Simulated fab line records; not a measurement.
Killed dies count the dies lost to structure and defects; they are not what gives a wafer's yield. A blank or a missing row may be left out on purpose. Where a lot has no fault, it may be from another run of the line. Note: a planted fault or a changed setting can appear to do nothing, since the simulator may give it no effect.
fab line records | flow n5_finfet | part 1 of 2: steps 1 to 19 of 28
[record] lots = 5 | wafers = 15 | last_day = 17
route steps=1938 shown MOL_CONTACT_COAG@520
lots untouched by any fault: they come from a run of this same line in which no faults occurred
start_h: the number of hours between the record's first day and the start of the first shown wafer of the lot | wait_h: time in hours since the lot's previous step | " unchanged from the row above | L1.1+2: several wafers, shown together as one row | - value missing, or start not given | * or withheld: withheld | < > ~ a bound
route shown NAME@n: a module of which the file shows steps, and the number in the route of the first | usual: average and standard deviation across the fault-free wafers | same: alike in all rows | chamber/n: place in a boat | sites: readings site by site | _std_site: standard deviation of those values | _edge_site: the outer-site mean with the inner-site mean subtracted | radius_mm: for every site, how far away it sits from the centre of the wafer | mask NAME#n: copy n | behind: the most recent tool/chamber to have shaped the wafer | hold: reason for holding the lot/hours on hold/outcome of the hold | device: which transistor (n, p or np) failed to switch | end of line: tests of these same wafers at the route's end | step lacking rows: just its recipe | killed: at the first sort, the dies lost to defects and structure; wafer yield is something else | map: the dies of a wafer, with x for killed, . for not killed, _ for no die there
set.NAME: the setting that was run; set.NAME@STEP: the one run at that earlier step | model.NAME: the simulator's own value behind a step, which no gauge read
a table for each step, a row for each wafer; lots at some steps of the route
services: the hour from which a tool's chamber was out of use, counted from the record's first day as start_h (under 0 if before that day), plus the number of hours and why
[[steps]]
[step N5_MOL_CONTACT_COAG_COAT_02]
[recipe] resist = CAR-EUV | spin_rpm = 1500 | resist_thk_nm = 30
lot.wafer  | tool           | chamber | start_h | wait_h
L075.1+4+5 | litho_track-04 | 0       | -       | -
L077.1+4+6 | litho_track-04 | 0       | -       | -
L088.2+4+6 | litho_track-01 | 0       | -       | -
L091.1+4+6 | litho_track-01 | 0       | -       | -
L095.2+4+6 | litho_track-04 | 0       | -       | -
[step N5_MOL_CONTACT_COAG_EBR_04]
[recipe] solvent = PGMEA | ebr_width_mm = 1.5
lot.wafer  | tool           | chamber | start_h | wait_h
L075.1+4+5 | litho_track-04 | 0       | -       | -
L077.1+4+6 | litho_track-04 | 0       | -       | -
L088.2+4+6 | litho_track-01 | 0       | -       | -
L091.1+4+6 | litho_track-01 | 0       | -       | -
L095.2+4+6 | litho_track-04 | 0       | -       | -
[step N5_MOL_CONTACT_COAG_SOFTBAKE_03]
[recipe] temp_c = 110 | time_s = 60 | resist = CAR-EUV
lot.wafer  | tool           | chamber | start_h | wait_h
L075.1+4+5 | litho_track-04 | 0       | -       | -
L077.1+4+6 | litho_track-04 | 0       | -       | -
L088.2+4+6 | litho_track-01 | 0       | -       | -
L091.1+4+6 | litho_track-01 | 0       | -       | -
L095.2+4+6 | litho_track-04 | 0       | -       | -
[step N5_MOL_CONTACT_COAG_EXPOSE_05]
[recipe] mask_id = CA | na = 0.33 | source_shape = annular | sigma_inner = 0.4 | sigma_outer = 0.8 | polarization = unpolarized | defocus_nm = 0 | dose_mj = 38.25
[usual] exposure_dose_mJ_cm2 = 38.21/0.05
lot.wafer | tool           | chamber | start_h | wait_h | mask | exposure_dose_mJ_cm2
L075.1    | euv_scanner-02 | 0       | 92.28   | -      | CA#0 | 38.20
L075.4    | "              | 0       | "       | "      | CA#0 | 38.17
L075.5    | "              | 0       | "       | "      | CA#0 | 38.17
L077.1    | euv_scanner-02 | 0       | 106.63  | -      | CA#0 | 38.20
L077.4    | "              | 0       | "       | "      | CA#0 | 38.16
L077.6    | "              | 0       | "       | "      | CA#0 | 38.16
L088.2    | euv_scanner-02 | 0       | 171.90  | -      | CA#0 | 38.22
L088.4    | "              | 0       | "       | "      | CA#0 | 38.23
L088.6    | "              | 0       | "       | "      | CA#0 | 38.23
L091.1    | euv_scanner-01 | 0       | 192.38  | -      | CA#0 | 38.26
L091.4    | "              | 0       | "       | "      | CA#0 | 38.24
L091.6    | "              | 0       | "       | "      | CA#0 | 38.22
L095.2    | euv_scanner-01 | 0       | 212.41  | -      | CA#0 | 38.28
L095.4    | "              | 0       | "       | "      | CA#0 | 38.31
L095.6    | "              | 0       | "       | "      | CA#0 | 38.26
[step N5_MOL_CONTACT_COAG_PEB_06]
[recipe] peb_temp_c = 100 | peb_time_s = 60 | resist = CAR-EUV
lot.wafer  | tool           | chamber | start_h | wait_h
L075.1+4+5 | litho_track-01 | 0       | 92.34   | 0.1
L077.1+4+6 | litho_track-04 | 0       | 106.69  | 0.1
L088.2+4+6 | litho_track-04 | 0       | 171.96  | 0.0
L091.1+4+6 | litho_track-02 | 0       | 192.44  | 0.1
L095.2+4+6 | litho_track-02 | 0       | 212.47  | 0.0
[step N5_MOL_CONTACT_COAG_DEVELOP_07]
[recipe] develop_time_s = 30 | developer = TMAH | resist = CAR-EUV | rinse_liquid = surfactant_rinse | dry = air_spin | dev_temp_c = 23
lot.wafer  | tool           | chamber | start_h | wait_h
L075.1+4+5 | litho_track-01 | 0       | -       | -
L077.1+4+6 | litho_track-04 | 0       | -       | -
L088.2+4+6 | litho_track-04 | 0       | -       | -
L091.1+4+6 | litho_track-02 | 0       | -       | -
L095.2+4+6 | litho_track-02 | 0       | -       | -
[step N5_MOL_CONTACT_COAG_CD_MEAS_08]
[recipe] target_cd_nm = 28 | landing_energy_ev = 500 | detector = se_inlens | polarity = opening
[usual] cd_nm = 28.03/0.25
lot.wafer | tool      | chamber | start_h | wait_h | cd_nm
L075.1    | cd_sem-01 | 0       | 92.41   | -      | 27.91
L075.4    | "         | 0       | "       | "      | 27.96
L075.5    | "         | 0       | "       | "      | 27.93
L077.1    | cd_sem-03 | 0       | 106.76  | -      | 27.98
L077.4    | "         | 0       | "       | "      | 28.23
L077.6    | "         | 0       | "       | "      | 27.93
L088.2    | cd_sem-03 | 0       | 172.03  | -      | 27.84
L088.4    | "         | 0       | "       | "      | 28.43
L088.6    | "         | 0       | "       | "      | 27.88
L091.1    | cd_sem-02 | 0       | 192.51  | -      | 27.88
L091.4    | "         | 0       | "       | "      | 27.82
L091.6    | "         | 0       | "       | "      | 27.74
L095.2    | cd_sem-02 | 0       | 212.53  | -      | 28.26
L095.4    | "         | 0       | "       | "      | 28.13
L095.6    | "         | 0       | "       | "      | 27.68
[step N5_MOL_CONTACT_COAG_OVL_MEAS_09]
[recipe] points_per_wafer = 522
[usual] CA_OVL = 0.0/0.58
lot.wafer | tool       | chamber | start_h | wait_h | CA_OVL[nm]
L075.1    | overlay-02 | 0       | 92.44   | 0.0    | 0.8
L075.4    | "          | 0       | "       | "      | 0.2
L075.5    | "          | 0       | "       | "      | 0.3
L077.1    | overlay-01 | 0       | 106.79  | 0.0    | -0.2
L077.4    | "          | 0       | "       | "      | 0.0
L077.6    | "          | 0       | "       | "      | 0.8
L088.2    | overlay-01 | 0       | 172.06  | 0.0    | -0.7
L088.4    | "          | 0       | "       | "      | -0.2
L088.6    | "          | 0       | "       | "      | -0.3
L091.1    | overlay-01 | 0       | 192.54  | 0.0    | -0.9
L091.4    | "          | 0       | "       | "      | -0.3
L091.6    | "          | 0       | "       | "      | -0.4
L095.2    | overlay-01 | 0       | 212.57  | 0.0    | 0.7
L095.4    | "          | 0       | "       | "      | 0.2
L095.6    | "          | 0       | "       | "      | 0.6
[step N5_MOL_CONTACT_COAG_INSPECT_10]
[recipe] mode = adi | inspect_instrument = brightfield
[usual] raw_defect_count = 67/27
lot.wafer | tool              | chamber | start_h | wait_h | raw_defect_count
L075.1    | defect_inspect-02 | -       | 92.50   | 0.1    | 153
L075.4    | "                 | -       | "       | "      | 80
L075.5    | "                 | -       | "       | "      | 139
L077.1    | defect_inspect-02 | -       | 106.85  | 0.1    | 46
L077.4    | "                 | -       | "       | "      | 96
L077.6    | "                 | -       | "       | "      | 46
L088.2    | defect_inspect-01 | -       | 172.12  | 0.0    | 71
L088.4    | "                 | -       | "       | "      | 82
L088.6    | "                 | -       | "       | "      | 46
L091.1    | defect_inspect-02 | -       | 192.59  | 0.1    | 49
L091.4    | "                 | -       | "       | "      | 70
L091.6    | "                 | -       | "       | "      | 60
L095.2    | defect_inspect-02 | -       | 212.62  | 0.0    | 34
L095.4    | "                 | -       | "       | "      | 85
L095.6    | "                 | -       | "       | "      | 66
[step N5_MOL_CONTACT_COAG_DESCUM_13]
[recipe] chemistry = O2 | time_s = 7 | source_power_w = 50 | bias_power_w = 20 | pressure_mtorr = 20 | rf_frequency_hz = 2.712e+07 | temp_c = 40 | resist = CAR-EUV | o2_flow_sccm = 225
[usual] drypump_motor_current_A = 6.0/0.39 | oes_product_au = 0.79/0.1 | rf_vpp_V = 243.1/1.1 | showerhead_plenum_p_Torr = 2.09/0.052 | throttle_valve_pct = 20.45/0.3
lot.wafer | tool        | chamber | start_h | wait_h | drypump_motor_current_A | oes_product_au | rf_hours_counter_h | rf_vpp_V | showerhead_plenum_p_Torr | throttle_valve_pct
L075.1    | rie_diel-03 | 3       | 92.66   | 0.2    | 6.3                     | 0.84           | 75                 | 244.3    | 2.12                     | 20.27
L075.4    | "           | 1       | "       | "      | 6.5                     | 0.67           | 238                | 241.3    | 2.06                     | 20.93
L075.5    | "           | 0       | "       | "      | 5.7                     | 0.90           | -                  | 243.4    | 2.13                     | 20.59
L077.1    | rie_diel-05 | 1       | 106.89  | 0.0    | 6.2                     | 0.70           | 226                | 242.5    | 2.07                     | 20.79
L077.4    | "           | 0       | "       | "      | 6.1                     | 0.87           | 47                 | 241.0    | 2.04                     | 20.08
L077.6    | "           | 0       | "       | "      | 6.1                     | 0.88           | -                  | 241.1    | 2.04                     | 20.10
L088.2    | rie_diel-03 | 1       | 172.15  | 0.0    | 6.5                     | 0.94           | 8                  | 242.0    | 2.05                     | 20.57
L088.4    | "           | 3       | "       | "      | 6.4                     | 0.81           | 104                | 243.5    | 2.11                     | 20.29
L088.6    | "           | 2       | "       | "      | 5.5                     | 0.69           | -                  | 243.0    | 2.14                     | 20.88
L091.1    | rie_diel-04 | 0       | 192.63  | 0.0    | 5.4                     | 1.00           | 1                  | 242.4    | 2.15                     | 20.14
L091.4    | "           | 2       | "       | "      | 5.4                     | 0.95           | -                  | 240.7    | 2.04                     | 19.95
L091.6    | "           | 0       | "       | "      | 5.4                     | 0.99           | -                  | 244.4    | 2.15                     | 20.13
L095.2    | rie_diel-05 | 0       | 212.67  | 0.0    | 6.1                     | 0.83           | 86                 | 241.0    | 2.03                     | 20.17
L095.4    | "           | 0       | "       | "      | 6.1                     | 0.82           | -                  | 243.0    | 2.03                     | 20.15
L095.6    | "           | 1       | "       | "      | 6.2                     | 0.92           | -                  | 241.4    | 2.06                     | 20.48
[step N5_MOL_CONTACT_COAG_ETCH_59]
[recipe] chemistry = N2/H2 | target = underlayer | target_depth_a = 130 | mask_material = CAR-EUV | time_s = 10.4 | ion_energy_ev = 200 | pressure_mtorr = 30 | source_w = 840 | bias_w = 150 | n2_flow_sccm = 200 | h2_flow_sccm = 200 | ends = cleared
[usual] drypump_motor_current_A = 6.0/0.39 | etch_rf_on_time_s = 10.42/0.16 | oes_product_au = 0.68/0.089 | rf_vpp_V = 523.8/1.9 | showerhead_plenum_p_Torr = 2.54/0.063 | throttle_valve_pct = 17.91/0.3
lot.wafer | tool        | chamber | start_h | wait_h | drypump_motor_current_A | etch_rf_on_time_s | oes_product_au | rf_hours_counter_h | rf_vpp_V | showerhead_plenum_p_Torr | throttle_valve_pct
L075.1    | rie_diel-03 | 3       | 92.70   | 0.0    | 6.3                     | 10.35             | 0.72           | 75                 | 524.2    | 2.58                     | 17.66
L075.4    | "           | 1       | "       | "      | 6.5                     | 10.65             | 0.58           | 238                | 524.9    | 2.51                     | 18.37
L075.5    | "           | 0       | "       | "      | 5.8                     | 10.23             | 0.77           | -                  | 525.6    | 2.59                     | 18.03
L077.1    | rie_diel-05 | 1       | 106.93  | 0.0    | 6.2                     | 10.57             | 0.59           | 226                | 523.0    | 2.51                     | 18.17
L077.4    | "           | 0       | "       | "      | 6.1                     | 10.37             | 0.74           | 47                 | 521.6    | 2.48                     | 17.64
L077.6    | "           | 0       | "       | "      | 6.1                     | 10.36             | 0.74           | -                  | 522.1    | 2.48                     | 17.62
L088.2    | rie_diel-03 | 1       | 172.18  | 0.0    | 6.6                     | 10.33             | 0.81           | 8                  | 522.0    | 2.51                     | 17.97
L088.4    | "           | 3       | "       | "      | 6.3                     | 10.46             | 0.69           | 104                | 525.2    | 2.56                     | 17.72
L088.6    | "           | 2       | "       | "      | 5.5                     | 10.64             | 0.59           | -                  | 525.8    | 2.62                     | 18.42
L091.1    | rie_diel-04 | 0       | 192.66  | 0.0    | 5.4                     | 10.22             | 0.85           | 1                  | 526.9    | 2.62                     | 17.57
L091.4    | "           | 2       | "       | "      | 5.4                     | 10.31             | 0.81           | -                  | 521.3    | 2.49                     | 17.39
L091.6    | "           | 0       | "       | "      | 5.4                     | 10.27             | 0.85           | -                  | 526.0    | 2.62                     | 17.54
L095.2    | rie_diel-05 | 0       | 212.70  | 0.0    | 6.1                     | 10.28             | 0.71           | 86                 | 523.0    | 2.47                     | 17.71
L095.4    | "           | 0       | "       | "      | 6.0                     | 10.34             | 0.70           | -                  | 520.1    | 2.47                     | 17.70
L095.6    | "           | 1       | "       | "      | 6.3                     | 10.28             | 0.79           | -                  | 524.0    | 2.50                     | 17.81
[step N5_MOL_CONTACT_COAG_ETCH_105]
[recipe] chemistry = CF4 | target = SiARC | target_depth_a = 156 | mask_material = CAR-EUV | time_s = 26 | ion_energy_ev = 80 | pressure_mtorr = 40 | source_w = 545 | bias_w = 36 | Ar_flow_sccm = 100 | cf4_flow_sccm = 100 | ends = cleared
[usual] drypump_motor_current_A = 6.0/0.39 | etch_rf_on_time_s = 26.1/0.48 | oes_product_au = 0.68/0.09 | rf_vpp_V = 184.2/1.1 | showerhead_plenum_p_Torr = 2.14/0.05 | throttle_valve_pct = 15.6/0.31
lot.wafer | tool        | chamber | start_h | wait_h | drypump_motor_current_A | etch_rf_on_time_s | oes_product_au | rf_hours_counter_h | rf_vpp_V | showerhead_plenum_p_Torr | throttle_valve_pct
L075.1    | rie_diel-03 | 3       | 92.72   | 0.0    | 6.3                     | 25.6              | 0.73           | 75                 | 184.3    | 2.17                     | 15.4
L075.4    | "           | 1       | "       | "      | 6.5                     | 26.3              | 0.58           | 238                | 183.1    | 2.11                     | 16.1
L075.5    | "           | 0       | "       | "      | 5.8                     | 25.2              | 0.78           | -                  | 185.1    | 2.18                     | 15.7
L077.1    | rie_diel-05 | 1       | 106.95  | 0.0    | 6.2                     | 26.6              | 0.59           | 226                | 183.7    | 2.11                     | 16.0
L077.4    | "           | 0       | "       | "      | 6.0                     | 25.9              | 0.74           | 47                 | 183.8    | 2.09                     | 15.2
L077.6    | "           | 0       | "       | "      | 6.1                     | 25.9              | 0.74           | -                  | 184.3    | 2.09                     | 15.2
L088.2    | rie_diel-03 | 1       | 172.20  | 0.0    | 6.5                     | 26.0              | 0.80           | 8                  | 183.4    | 2.10                     | 15.7
L088.4    | "           | 3       | "       | "      | 6.3                     | 26.0              | 0.68           | 104                | 185.0    | 2.16                     | 15.5
L088.6    | "           | 2       | "       | "      | 5.5                     | 26.4              | 0.60           | -                  | 185.0    | 2.20                     | 16.2
L091.1    | rie_diel-04 | 0       | 192.68  | 0.0    | 5.4                     | 25.6              | 0.85           | 1                  | 186.0    | 2.19                     | 15.2
L091.4    | "           | 2       | "       | "      | 5.3                     | 25.4              | 0.82           | -                  | 182.1    | 2.11                     | 15.2
L091.6    | "           | 0       | "       | "      | 5.4                     | 25.3              | 0.86           | -                  | 185.2    | 2.19                     | 15.2
L095.2    | rie_diel-05 | 0       | 212.72  | 0.0    | 6.0                     | 25.8              | 0.70           | 86                 | 182.8    | 2.08                     | 15.3
L095.4    | "           | 0       | "       | "      | 6.0                     | 25.9              | 0.70           | -                  | 183.3    | 2.08                     | 15.3
L095.6    | "           | 1       | "       | "      | 6.2                     | 26.0              | 0.78           | -                  | 182.4    | 2.10                     | 15.5
[step N5_MOL_CONTACT_COAG_ETCH_106]
[recipe] chemistry = N2/H2 | target = SOC | target_depth_a = 800 | overetch_a = 160 | mask_material = SiARC | temp_c = 40 | time_s = 120 | ion_energy_ev = 200 | pressure_mtorr = 30 | source_w = 840 | bias_w = 150 | n2_flow_sccm = 200 | h2_flow_sccm = 200
[usual] drypump_motor_current_A = 6.0/0.39 | oes_product_au = 0.71/0.088 | rf_vpp_V = 524.0/1.9 | showerhead_plenum_p_Torr = 2.54/0.063 | throttle_valve_pct = 17.9/0.3
lot.wafer | tool        | chamber | start_h | wait_h | drypump_motor_current_A | oes_product_au | rf_hours_counter_h | rf_vpp_V | showerhead_plenum_p_Torr | throttle_valve_pct
L075.1    | rie_diel-03 | 3       | 92.75   | 0.0    | 6.3                     | 0.76           | 75                 | 524.3    | 2.57                     | 17.6
L075.4    | "           | 1       | "       | "      | 6.5                     | 0.61           | 238                | 523.5    | 2.51                     | 18.3
L075.5    | "           | 0       | "       | "      | 5.7                     | 0.80           | -                  | 522.6    | 2.59                     | 18.0
L077.1    | rie_diel-05 | 1       | 106.98  | 0.0    | 6.2                     | 0.63           | 226                | 522.8    | 2.51                     | 18.2
L077.4    | "           | 0       | "       | "      | 6.1                     | 0.77           | 47                 | 523.0    | 2.48                     | 17.6
L077.6    | "           | 0       | "       | "      | 6.1                     | 0.78           | -                  | 522.3    | 2.48                     | 17.6
L088.2    | rie_diel-03 | 1       | 172.23  | 0.0    | 6.5                     | 0.84           | 8                  | 523.8    | 2.50                     | 17.9
L088.4    | "           | 3       | "       | "      | 6.4                     | 0.72           | 104                | 525.2    | 2.56                     | 17.7
L088.6    | "           | 2       | "       | "      | 5.5                     | 0.62           | -                  | 526.8    | 2.62                     | 18.4
L091.1    | rie_diel-04 | 0       | 192.71  | 0.0    | 5.4                     | 0.89           | 1                  | 525.1    | 2.62                     | 17.5
L091.4    | "           | 2       | "       | "      | 5.4                     | 0.85           | -                  | 523.9    | 2.49                     | 17.4
L091.6    | "           | 0       | "       | "      | 5.4                     | 0.89           | -                  | 526.0    | 2.62                     | 17.5
L095.2    | rie_diel-05 | 0       | 212.75  | 0.0    | 6.1                     | 0.74           | 86                 | 520.4    | 2.47                     | 17.7
L095.4    | "           | 0       | "       | "      | 6.1                     | 0.73           | -                  | 521.6    | 2.47                     | 17.7
L095.6    | "           | 1       | "       | "      | 6.2                     | 0.81           | -                  | 523.8    | 2.50                     | 17.8
[step N5_MOL_CONTACT_COAG_STRIP_107]
[recipe] chemistry = N2/H2 | temp_c = 40 | n2_flow_sccm = 200 | h2_flow_sccm = 200 | rf_frequency_hz = 6e+07
lot.wafer  | tool        | chamber | start_h | wait_h
L075.1+4+5 | rie_diel-03 | 3,1,0   | 92.83   | 0.0
L077.1+4+6 | rie_diel-05 | 1,0,0   | 107.06  | 0.0
L088.2+4+6 | rie_diel-03 | 1,3,2   | 172.31  | 0.0
L091.1+4+6 | rie_diel-04 | 0,2,0   | 192.79  | 0.0
L095.2+4+6 | rie_diel-05 | 0,0,1   | 212.83  | 0.0
[step N5_MOL_CONTACT_COAG_STRIP_108]
[recipe] chemistry = N2/H2 | temp_c = 40 | n2_flow_sccm = 200 | h2_flow_sccm = 200 | rf_frequency_hz = 6e+07
lot.wafer  | tool        | chamber | start_h | wait_h
L075.1+4+5 | rie_diel-03 | 3,1,0   | 92.84   | 0.0
L077.1+4+6 | rie_diel-05 | 1,0,0   | 107.07  | 0.0
L088.2+4+6 | rie_diel-03 | 1,3,2   | 172.32  | 0.0
L091.1+4+6 | rie_diel-04 | 0,2,0   | 192.80  | 0.0
L095.2+4+6 | rie_diel-05 | 0,0,1   | 212.84  | 0.0
[step N5_MOL_CONTACT_COAG_CONTACT_ETCH_14]
[recipe] chemistry = C4F6/O2 | target = SiO2 | target_depth_a = 275 | overetch_a = 85 | mask_material = SOC | pressure_mtorr = 30 | source_w = 370 | bias_w = 185 | Ar_flow_sccm = 300 | C4F6_flow_sccm = 16 | O2_flow_sccm = 10 | time_s = 20 | ion_energy_ev = 259.6
[usual] O2_flow_sccm = 10.00/0.031 | drypump_motor_current_A = 6.0/0.39 | oes_o_777_au = 0.79/0.1 | oes_product_au = 0.68/0.084 | rf_vpp_V = 692.7/2.3 | showerhead_plenum_p_Torr = 2.88/0.066 | throttle_valve_pct = 21.31/0.29
lot.wafer | tool        | chamber | start_h | wait_h | O2_flow_sccm | drypump_motor_current_A | oes_o_777_au | oes_product_au | rf_hours_counter_h | rf_vpp_V | showerhead_plenum_p_Torr | throttle_valve_pct
L075.1    | rie_diel-03 | 3       | 92.85   | 0.0    | 10.05        | 6.3                     | 0.82         | 0.71           | 75                 | 693.3    | 2.92                     | 21.11
L075.4    | "           | 1       | "       | "      | 10.00        | 6.5                     | 0.67         | 0.58           | 238                | 691.1    | 2.84                     | 21.75
L075.5    | "           | 0       | "       | "      | 10.06        | 5.7                     | 0.90         | 0.77           | -                  | 694.0    | 2.93                     | 21.40
L077.1    | rie_diel-05 | 1       | 107.08  | 0.0    | 10.00        | 6.2                     | 0.69         | 0.60           | 226                | 692.3    | 2.85                     | 21.63
L077.4    | "           | 0       | "       | "      | 10.01        | 6.1                     | 0.85         | 0.74           | 47                 | 691.9    | 2.82                     | 20.98
L077.6    | "           | 0       | "       | "      | 9.95         | 6.1                     | 0.85         | 0.74           | -                  | 689.9    | 2.82                     | 20.99
L088.2    | rie_diel-03 | 1       | 172.33  | 0.0    | 9.96         | 6.5                     | 0.92         | 0.79           | 8                  | 690.7    | 2.83                     | 21.41
L088.4    | "           | 3       | "       | "      | 9.98         | 6.3                     | 0.80         | 0.68           | 104                | 695.1    | 2.90                     | 21.14
L088.6    | "           | 2       | "       | "      | 10.03        | 5.5                     | 0.69         | 0.59           | -                  | 694.8    | 2.96                     | 21.80
L091.1    | rie_diel-04 | 0       | 192.81  | 0.0    | 9.97         | 5.4                     | 0.99         | 0.85           | 1                  | 694.3    | 2.95                     | 20.95
L091.4    | "           | 2       | "       | "      | 10.03        | 5.3                     | 0.96         | 0.81           | -                  | 690.5    | 2.83                     | 20.89
L091.6    | "           | 0       | "       | "      | 10.01        | 5.4                     | 1.00         | 0.85           | -                  | 695.6    | 2.95                     | 20.97
L095.2    | rie_diel-05 | 0       | 212.85  | 0.0    | 10.04        | 6.0                     | 0.81         | 0.70           | 86                 | 690.0    | 2.80                     | 21.03
L095.4    | "           | 0       | "       | "      | 9.99         | 6.1                     | 0.81         | 0.70           | -                  | 688.4    | 2.80                     | 21.05
L095.6    | "           | 1       | "       | "      | 10.02        | 6.3                     | 0.90         | 0.77           | -                  | 691.2    | 2.83                     | 21.30
[step N5_MOL_CONTACT_COAG_STRIP_109]
[recipe] chemistry = C4F6/O2 | resist = SiARC | rf_frequency_hz = 6e+07
lot.wafer  | tool        | chamber | start_h | wait_h
L075.1+4+5 | rie_diel-03 | 3,1,0   | 92.87   | 0.0
L077.1+4+6 | rie_diel-05 | 1,0,0   | 107.10  | 0.0
L088.2+4+6 | rie_diel-03 | 1,3,2   | 172.36  | 0.0
L091.1+4+6 | rie_diel-04 | 0,2,0   | 192.84  | 0.0
L095.2+4+6 | rie_diel-05 | 0,0,1   | 212.87  | 0.0
[step N5_MOL_CONTACT_COAG_ETCH_15]
[recipe] chemistry = CH3F/O2 | target = SiNx | target_depth_a = 70 | mask_material = SOC | stop_on = Si:P | over_etch_frac = 0.75 | ion_energy_ev = 120 | pressure_mtorr = 30 | source_w = 395 | bias_w = 73 | Ar_flow_sccm = 150 | CH3F_flow_sccm = 30 | O2_flow_sccm = 20
[usual] CH3F_flow_sccm = 30.00/0.084 | O2_flow_sccm = 20.00/0.053 | drypump_motor_current_A = 6.0/0.39 | oes_o_777_au = 0.79/0.1 | oes_product_au = 0.58/0.072 | rf_vpp_V = 298/3.7 | showerhead_plenum_p_Torr = 2.00/0.048 | throttle_valve_pct = 16.4/0.3
lot.wafer | tool        | chamber | start_h | wait_h | CH3F_flow_sccm | O2_flow_sccm | drypump_motor_current_A | oes_o_777_au | oes_product_au | rf_hours_counter_h | rf_vpp_V | showerhead_plenum_p_Torr | throttle_valve_pct
L075.1    | rie_diel-03 | 3       | 92.88   | 0.0    | 30.02          | 20.02        | 6.3                     | 0.83         | 0.61           | 75                 | 301      | 2.03                     | 16.1
L075.4    | "           | 1       | "       | "      | 30.01          | 19.98        | 6.5                     | 0.68         | 0.50           | 238                | 298      | 1.97                     | 16.9
L075.5    | "           | 0       | "       | "      | 30.00          | 20.02        | 5.8                     | 0.90         | 0.65           | -                  | 297      | 2.03                     | 16.4
L077.1    | rie_diel-05 | 1       | 107.11  | 0.0    | 30.06          | 20.08        | 6.2                     | 0.70         | 0.51           | 226                | 301      | 1.98                     | 16.7
L077.4    | "           | 0       | "       | "      | 29.95          | 20.00        | 6.0                     | 0.86         | 0.63           | 47                 | 300      | 1.95                     | 16.0
L077.6    | "           | 0       | "       | "      | 30.06          | 20.03        | 6.0                     | 0.86         | 0.63           | -                  | 299      | 1.95                     | 16.0
L088.2    | rie_diel-03 | 1       | 172.37  | 0.0    | 29.90          | 19.93        | 6.5                     | 0.92         | 0.68           | 8                  | 298      | 1.96                     | 16.4
L088.4    | "           | 3       | "       | "      | 30.06          | 19.98        | 6.3                     | 0.80         | 0.59           | 104                | 300      | 2.02                     | 16.2
L088.6    | "           | 2       | "       | "      | 30.15          | 19.97        | 5.4                     | 0.68         | 0.51           | -                  | 305      | 2.06                     | 16.9
L091.1    | rie_diel-04 | 0       | 192.85  | 0.0    | 30.02          | 20.11        | 5.4                     | 1.01         | 0.72           | 1                  | 300      | 2.05                     | 16.0
L091.4    | "           | 2       | "       | "      | 30.13          | 19.93        | 5.3                     | 0.94         | 0.70           | -                  | 291      | 1.96                     | 15.9
L091.6    | "           | 0       | "       | "      | 30.09          | 20.08        | 5.4                     | 1.00         | 0.73           | -                  | 302      | 2.05                     | 16.0
L095.2    | rie_diel-05 | 0       | 212.88  | 0.0    | 30.02          | 19.87        | 6.1                     | 0.81         | 0.60           | 86                 | 299      | 1.94                     | 16.1
L095.4    | "           | 0       | "       | "      | 30.09          | 19.95        | 6.0                     | 0.81         | 0.60           | -                  | 298      | 1.94                     | 16.1
L095.6    | "           | 1       | "       | "      | 29.94          | 20.07        | 6.2                     | 0.90         | 0.67           | -                  | 299      | 1.97                     | 16.3
[step N5_MOL_CONTACT_COAG_ETCH_110]
[recipe] chemistry = CF4/O2 | target = Si | target_depth_a = 25 | time_s = 8 | pressure_mtorr = 100 | source_w = 200 | bias_w = 12 | ion_energy_ev = 60 | Ar_flow_sccm = 100 | cf4_flow_sccm = 100 | O2_flow_sccm = 10
[usual] O2_flow_sccm = 10.00/0.031 | drypump_motor_current_A = 6.0/0.39 | oes_o_777_au = 0.79/0.1 | oes_product_au = 0.79/0.1 | rf_vpp_V = 127.8/1.8 | showerhead_plenum_p_Torr = 2.22/0.051 | throttle_valve_pct = 10.8/0.35
lot.wafer | tool        | chamber | start_h | wait_h | O2_flow_sccm | drypump_motor_current_A | oes_o_777_au | oes_product_au | rf_hours_counter_h | rf_vpp_V | showerhead_plenum_p_Torr | throttle_valve_pct
L075.1    | rie_diel-03 | 3       | 92.94   | 0.0    | 9.96         | 6.4                     | 0.83         | 0.83           | 75                 | 129.7    | 2.25                     | 10.5
L075.4    | "           | 1       | "       | "      | 9.99         | 6.5                     | 0.68         | 0.67           | 238                | 128.3    | 2.19                     | 11.3
L075.5    | "           | 0       | "       | "      | 10.01        | 5.7                     | 0.89         | 0.90           | -                  | 127.8    | 2.27                     | 10.7
L077.1    | rie_diel-05 | 1       | 107.17  | 0.0    | 9.99         | 6.2                     | 0.70         | 0.70           | 226                | 129.2    | 2.19                     | 11.2
L077.4    | "           | 0       | "       | "      | 9.99         | 6.1                     | 0.87         | 0.87           | 47                 | 127.6    | 2.17                     | 10.3
L077.6    | "           | 0       | "       | "      | 10.06        | 6.0                     | 0.86         | 0.87           | -                  | 129.0    | 2.17                     | 10.3
L088.2    | rie_diel-03 | 1       | 172.43  | 0.0    | 10.05        | 6.5                     | 0.92         | 0.93           | 8                  | 127.6    | 2.18                     | 10.6
L088.4    | "           | 3       | "       | "      | 10.00        | 6.3                     | 0.80         | 0.80           | 104                | 128.4    | 2.24                     | 10.6
L088.6    | "           | 2       | "       | "      | 10.03        | 5.5                     | 0.68         | 0.69           | -                  | 130.6    | 2.29                     | 11.3
L091.1    | rie_diel-04 | 0       | 192.91  | 0.0    | 9.99         | 5.4                     | 1.01         | 1.01           | 1                  | 129.4    | 2.28                     | 10.3
L091.4    | "           | 2       | "       | "      | 9.98         | 5.4                     | 0.94         | 0.96           | -                  | 126.4    | 2.19                     | 10.3
L091.6    | "           | 0       | "       | "      | 9.98         | 5.4                     | 1.00         | 1.01           | -                  | 129.0    | 2.28                     | 10.3
L095.2    | rie_diel-05 | 0       | 212.94  | 0.0    | 10.01        | 6.1                     | 0.82         | 0.82           | 86                 | 128.4    | 2.16                     | 10.4
L095.4    | "           | 0       | "       | "      | 9.98         | 6.1                     | 0.82         | 0.82           | -                  | 127.7    | 2.16                     | 10.4
L095.6    | "           | 1       | "       | "      | 9.99         | 6.2                     | 0.91         | 0.91           | -                  | 128.6    | 2.18                     | 10.5
